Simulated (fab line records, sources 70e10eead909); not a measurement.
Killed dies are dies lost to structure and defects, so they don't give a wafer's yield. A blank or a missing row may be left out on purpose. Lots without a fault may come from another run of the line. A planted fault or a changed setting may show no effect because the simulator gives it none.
fab line records | flow nand_harc
record lots=12 wafers=36 last_day=33
route steps=1302 shown P_ZERO_WELL@17 P_STI@72 P_GATE@131
lots that met no fault: from a run of the same line without faults
start_h: hours from the record's first day to the start of the lot's first wafer shown | wait_h: hours since the lot's step before | " the same as in the row above | L1.1+2: a row that stands for several wafers | - no value, or no start given | * or withheld: withheld | < > ~ a bound
route shown NAME@n: a module of which the file shows steps, and the number in the route of the first | usual: mean/standard deviation of fault-free wafers | same: alike in all rows | chamber/n: place in a boat | sites: the reading at each site | _std_site: their standard deviation | _edge_site: outer sites' mean less inner sites' | radius_mm: how far each site lies from the wafer's centre | mask NAME#n: copy n | behind: the tool/chamber that last shaped the wafer | hold: why the lot was held/for how many hours/how that ended | device: the transistor (n, p or np) that didn't switch | end of line: the same wafers' tests at the end of the route | a step without rows: its recipe alone | killed: dies lost to structure and defects at the first sort, not the wafer's yield | map: a wafer's dies, x killed, . not, _ none there
set.NAME: the setting as run; set.NAME@STEP: as run at that earlier step | model.NAME: the simulator's own value behind a step, which no gauge read
steps of the route over a sample of lots; a table a step, a row a wafer
services: from which hour (start_h, from the record's first day; less than 0 if before it) a tool's chamber was out of use, for how many hours, and why
## steps
# step NHARC_P_ZERO_WELL_ETCH_65
# recipe target_depth_a=800 overetch_a=240 time_s=87.88 ion_energy_ev=200 n2_flow_sccm=150 h2_flow_sccm=150 ar_flow_sccm=0 rf_w=400 bias_w=150 chemistry=N2/H2
# usual bias_w=150.0/0.46 drypump_motor_current_A=5.9/0.33 oes_product_au=1.001/0.01 rf_fwd_power_W=397.0/1.3 rf_vpp_V=430.2/2.9 showerhead_plenum_p_Torr=2.04/0.1 throttle_valve_pct=14.171/0.0088
# columns lot.wafer tool chamber start_h wait_h bias_w drypump_motor_current_A oes_product_au rf_fwd_power_W rf_hours_counter_h rf_vpp_V showerhead_plenum_p_Torr throttle_valve_pct
L793.1 rie_diel-04 2 22.15 0.1 149.9 5.6 1.017 398.9 4 426.1 1.94 14.168
L793.2 " 3 " " 150.7 6.1 1.007 397.6 4 431.3 2.10 14.157
L793.5 " 1 " " 150.4 5.9 1.003 397.5 - 430.3 2.05 14.164
L794.2 rie_diel-07 3 31.49 0.1 149.9 4.9 0.997 397.9 29 433.0 2.16 14.170
L794.4 " 0 " " 150.1 6.3 1.003 396.9 23 429.2 1.99 14.163
L794.5 " 3 " " 149.3 4.9 1.002 398.5 - 433.0 2.16 14.191
L795.4 rie_diel-04 2 41.36 0.1 150.1 5.6 1.012 399.1 9 427.6 1.94 14.169
L795.3 " 3 " " 149.6 6.1 0.995 396.4 10 431.7 2.10 14.168
L795.5 " 2 " " 150.2 5.6 1.016 398.3 - 428.9 1.94 14.181
L796.3 rie_diel-07 3 51.44 0.1 150.4 4.9 1.008 395.8 38 431.8 2.15 14.181
L796.2 " 0 " " 149.8 6.3 1.020 394.7 27 429.2 1.99 14.162
L796.5 " 1 " " 150.7 5.9 0.986 396.7 - 429.8 2.05 14.172
L798.4 rie_diel-04 2 71.37 0.1 150.3 5.6 1.010 399.6 18 426.4 1.93 14.185
L798.3 " 0 " " 150.3 6.2 0.997 396.9 16 426.8 1.92 14.162
L798.1 " 1 " " 150.5 6.0 1.005 396.8 16 431.4 2.05 14.167
L799.3 rie_diel-04 1 81.50 0.1 150.4 5.9 1.002 397.9 17 429.5 2.05 14.170
L799.6 " 2 " " 150.0 5.6 1.012 398.3 - 426.8 1.93 14.165
L799.5 " 3 " " 150.0 6.1 1.006 398.6 - 432.5 2.09 14.176
L803.4 rie_diel-08 0 121.35 0.1 149.7 6.3 1.006 394.7 33 433.2 2.10 14.163
L803.2 " 1 " " 150.4 5.9 0.993 396.0 33 426.0 1.89 14.179
L803.6 " 1 " " 150.4 5.9 0.986 396.2 - 426.4 1.89 14.170
L811.1 rie_diel-08 1 201.38 0.1 149.8 5.9 0.991 395.4 0 434.9 2.22 14.147
L811.3 " 2 " " 149.6 5.6 1.008 396.6 0 431.8 2.08 14.175
L811.6 " 0 " " 150.6 6.2 1.024 397.5 - 431.3 2.09 14.156
L812.3 rie_diel-04 3 211.51 0.1 151.0 6.1 1.005 397.5 8 431.2 2.08 14.168
L812.4 " 3 " " 150.7 6.2 1.010 398.3 - 431.4 2.08 14.167
L812.5 " 0 " " 149.8 6.2 1.003 396.2 - 427.0 1.91 14.176
L813.2 rie_diel-04 2 221.65 0.1 149.5 5.6 1.010 398.3 9 425.9 1.92 14.178
L813.1 " 3 " " 150.5 6.2 1.015 397.9 11 430.8 2.08 14.182
L813.5 " 0 " " 149.5 6.2 1.004 397.9 - 426.9 1.90 14.177
L815.3 rie_diel-08 3 241.52 0.1 150.3 5.8 1.004 398.1 6 434.6 2.22 14.178
L815.5 " 0 " " 149.8 6.2 1.007 398.4 - 430.5 2.09 14.171
L815.6 " 1 " " 150.8 5.9 1.011 397.0 - 433.2 2.21 14.175
L816.3 rie_diel-08 2 251.54 0.1 150.0 5.6 0.998 397.4 16 432.1 2.07 14.177
L816.4 " 0 " " 150.6 6.2 1.009 396.3 17 431.8 2.08 14.189
L816.6 " 1 " " 150.5 5.9 1.003 395.8 - 434.2 2.21 14.174
# step NHARC_P_STI_OXIDE_29
# recipe target_thk_a=100 temp_c=900 ox_time_s=1362 material=SiO2
# usual spike_tc_bottom_C=919.6/2.9 spike_tc_lower_C=899.6/1.1 zone_power_upper_pct=17.3/1.1
# columns lot.wafer tool chamber start_h wait_h spike_tc_bottom_C spike_tc_lower_C zone_power_upper_pct
L793.1 furnace-01 0 37.36 - 917.2 902.5 18.1
L793.2 " 0 " " 915.0 901.2 18.4
L793.5 " 0 " " 917.8 899.1 18.2
L794.2 furnace-07 0 41.68 - 924.1 902.3 15.7
L794.4 " 0 " " 922.7 898.8 16.0
L794.5 " 0 " " 922.5 900.3 15.6
L795.3 furnace-07 0 51.28 - 923.0 898.5 15.8
L795.4 " 0 " " 922.3 899.1 15.7
L795.5 " 0 " " 921.9 901.2 15.9
L796.2 furnace-07 0 62.83 - 921.6 901.2 15.7
L796.3 " 0 " " 923.1 899.0 15.7
L796.5 " 0 " " 922.7 900.8 15.6
L798.1 furnace-01 0 81.69 - 915.9 900.6 17.9
L798.3 " 0 " " 915.6 899.9 18.2
L798.4 " 0 " " 917.6 899.4 17.9
L799.3 furnace-07 0 91.50 - 923.1 898.8 15.8
L799.5 " 0 " " 921.9 898.4 15.9
L799.6 " 0 " " 920.8 899.7 16.0
L799.3 furnace-07 0 95.56 0.3 922.4 900.1 15.9
L799.5 " 0 " " 921.8 901.3 15.8
L799.6 " 0 " " 922.0 901.2 15.7
L803.2 furnace-01 0 133.13 - 916.3 899.9 18.3
L803.4 " 0 " " 915.3 899.9 18.1
L803.6 " 0 " " 916.6 901.6 18.1
L803.2 furnace-01 0 137.57 0.7 914.3 901.3 18.0
L803.4 " 0 " " 916.5 900.3 18.1
L803.6 " 0 " " 915.9 900.5 17.9
L811.1 furnace-08 0 212.92 - 921.2 899.1 18.1
L811.3 " 0 " " 921.4 900.2 18.4
L811.6 " 0 " " 921.7 899.3 17.9
L812.3 furnace-08 0 224.83 - 919.7 898.3 18.1
L812.4 " 0 " " 920.7 900.6 18.1
L812.5 " 0 " " 921.2 898.2 18.4
L813.1 furnace-07 0 235.71 - 922.3 899.6 15.9
L813.2 " 0 " " 923.3 901.8 15.8
L813.5 " 0 " " 921.8 899.7 15.7
L815.3 furnace-08 0 251.10 - 921.0 899.1 18.1
L815.5 " 0 " " 920.4 901.0 18.5
L815.6 " 0 " " 920.2 899.1 18.3
L816.3 furnace-07 0 261.56 - 923.0 900.6 15.9
L816.4 " 0 " " 922.3 899.2 15.6
L816.6 " 0 " " 922.4 902.2 15.8
# step NHARC_P_GATE_HM_DEP_102
# recipe target_thk_a=1200 temp_c=400 material=aC
# usual throttle_valve_pct=35.001/0.0097
# columns lot.wafer tool chamber start_h wait_h throttle_valve_pct
L793.1 acl_dep-03 0 98.45 0.4 35.021
L793.2 " 0 " " 35.001
L793.5 " 0 " " 34.996
L794.2 acl_dep-02 0 98.56 0.5 35.011
L794.4 " 0 " " 34.997
L794.5 " 0 " " 35.001
L795.3 acl_dep-01 0 111.32 0.6 34.994
L795.4 " 0 " " 35.017
L795.5 " 0 " " 35.013
L796.2 acl_dep-02 0 124.58 0.9 35.011
L796.3 " 0 " " 34.995
L796.5 " 0 " " 35.005
L798.1 acl_dep-01 0 143.37 3.3 35.011
L798.3 " 0 " " 35.030
L798.4 " 0 " " 34.978
L799.3 acl_dep-03 0 156.01 1.1 35.012
L799.5 " 0 " " 34.999
L799.6 " 0 " " 35.011
L803.2 acl_dep-03 0 200.77 4.8 34.996
L803.4 " 0 " " 34.999
L803.6 " 0 " " 35.007
L811.1 acl_dep-03 0 270.78 0.6 34.989
L811.3 " 0 " " 35.002
L811.6 " 0 " " 35.005
L812.3 acl_dep-02 0 284.39 0.6 34.984
L812.4 " 0 " " 35.025
L812.5 " 0 " " 34.999
L813.1 acl_dep-01 0 296.82 0.4 34.980
L813.2 " 0 " " 34.987
L813.5 " 0 " " 34.995
L815.3 acl_dep-02 0 318.65 0.6 34.992
L815.5 " 0 " " 35.009
L815.6 " 0 " " 34.995
L816.3 acl_dep-01 0 323.26 0.6 34.996
L816.4 " 0 " " 35.003
L816.6 " 0 " " 34.995
# step NHARC_P_GATE_DESCUM_31
# recipe time_s=3 o2_flow_sccm=200 ar_flow_sccm=0 bias_power_w=0 chemistry=O2
# usual drypump_motor_current_A=5.9/0.52 oes_product_au=1.001/0.01 rf_vpp_V=57.6/0.81 showerhead_plenum_p_Torr=1.89/0.068 throttle_valve_pct=11.311/0.0092
# same bias_power_w=0
# columns lot.wafer tool chamber start_h wait_h drypump_motor_current_A oes_product_au rf_hours_counter_h rf_vpp_V showerhead_plenum_p_Torr throttle_valve_pct
L793.1 rie_diel-03 0 100.00 0.1 6.0 1.005 8 58.7 1.87 11.306
L793.2 " 2 " " 5.1 1.019 6 59.0 1.80 11.318
L793.5 " 0 " " 6.0 0.999 - 57.3 1.88 11.320
L794.2 rie_diel-09 0 100.16 0.1 6.6 1.000 4 55.4 1.81 11.289
L794.4 " 1 " " 5.0 1.015 5 57.9 2.00 11.299
L794.5 " 0 " " 6.6 0.999 - 56.6 1.81 11.322
L795.3 rie_diel-01 3 112.63 0.1 6.4 1.014 6 57.9 1.88 11.314
L795.4 " 1 " " 5.4 1.006 8 57.5 1.80 11.315
L795.5 " 0 " " 6.7 0.996 - 56.6 1.91 11.306
L796.2 rie_diel-01 2 125.88 0.1 5.9 1.008 6 57.5 1.94 11.317
L796.3 " 3 " " 6.4 1.012 7 57.9 1.88 11.306
L796.5 " 1 " " 5.4 0.993 - 57.5 1.80 11.310
L798.4 rie_diel-03 3 144.90 0.1 5.8 1.024 2 57.3 1.93 11.298
L798.3 " 0 " " 6.0 1.020 0 57.8 1.87 11.305
L798.1 " 1 " " 5.5 0.996 1 56.2 1.89 11.309
L799.3 rie_diel-03 1 157.35 0.1 5.5 0.999 3 56.9 1.89 11.310
L799.5 " 3 " " 5.7 1.013 - 58.4 1.93 11.317
L799.6 " 0 " " 6.0 1.002 - 57.7 1.87 11.321
L803.2 rie_diel-09 0 202.08 0.1 6.6 1.008 2 57.7 1.81 11.305
L803.4 " 3 " " 6.0 0.992 2 57.3 1.85 11.313
L803.6 " 0 " " 6.6 1.008 - 57.1 1.81 11.320
L811.1 rie_diel-01 3 272.32 0.1 6.4 0.987 2 57.6 1.88 11.304
L811.3 " 0 " " 6.7 0.992 3 58.1 1.91 11.315
L811.6 " 1 " " 5.4 1.000 - 55.8 1.79 11.310
L812.3 rie_diel-09 1 285.85 0.1 4.9 1.000 9 58.7 2.00 11.316
L812.4 " 2 " " 5.8 0.987 9 59.4 2.03 11.321
L812.5 " 0 " " 6.6 0.995 - 57.1 1.80 11.312
L813.2 rie_diel-01 0 298.47 0.1 6.7 0.989 3 58.0 1.91 11.321
L813.1 " 1 " " 5.4 1.011 3 56.4 1.79 11.313
L813.5 " 0 " " 6.7 0.988 - 58.3 1.91 11.302
L815.3 rie_diel-03 1 319.92 0.1 5.5 0.998 1 57.6 1.88 11.321
L815.5 " 0 " " 6.0 1.011 - 57.7 1.87 11.305
L815.6 " 1 " " 5.5 1.002 - 58.4 1.88 11.293
L816.3 rie_diel-01 3 324.57 0.1 6.5 0.992 5 58.9 1.88 11.309
L816.4 " 2 " " 5.9 1.000 4 57.0 1.94 11.305
L816.6 " 3 " " 6.5 0.996 - 57.6 1.88 11.297
## services
# columns tool chamber start_h hours kind
rie_diel-04 - 1.07 9.0 pm
acl_dep-01 - 7.00 13.0 pm
rie_diel-08 - 13.95 9.0 pm
rie_diel-01 - 26.84 9.0 pm
rie_diel-01 3 38.11 3.0 repair
rie_diel-01 2 42.93 14.8 repair
rie_diel-04 3 57.45 2.8 repair
rie_diel-03 - 59.95 1.1 repair
acl_dep-02 - 62.66 13.0 pm
rie_diel-01 3 93.59 4.4 repair
rie_diel-03 - 104.88 9.0 pm
acl_dep-03 - 116.98 13.0 pm
rie_diel-03 0 117.02 2.6 repair
rie_diel-08 2 128.65 1.8 repair
rie_diel-08 0 146.40 16.3 repair
rie_diel-03 2 151.58 10.5 repair
rie_diel-04 - 180.43 9.0 pm
rie_diel-01 - 203.84 9.0 pm
rie_diel-04 1 209.91 6.1 repair
rie_diel-04 2 236.01 1.5 repair
rie_diel-04 1 247.51 11.4 repair
rie_diel-01 1 283.32 3.1 repair
rie_diel-04 2 287.33 2.7 repair
rie_diel-01 3 291.85 2.0 repair
## key
first_sign step=NHARC_P_STI_OXIDE_29 reading=visit direction=added
effect none on later readings
met_at NHARC_P_STI_OXIDE_29
struck_lots L799,L803
tester_left_out L799,L803
not_acting_at NHARC_P_ZERO_WELL_ETCH_65,NHARC_P_GATE_HM_DEP_102,NHARC_P_GATE_DESCUM_31
fault kind=repeated_step_whole tool=furnace-01,furnace-07,furnace-08 chamber=- onset_h=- steps=NHARC_P_STI_OXIDE_29 times=1 scope=struck_lots_only
# tester_left_out: of these lots the tester's yield and bins aren't shown, on N5 and GAA mostly nor the transistor test; their killed dies are dies lost to structure and defects alone, not to doping, threshold or leakage, so they don't give the yield
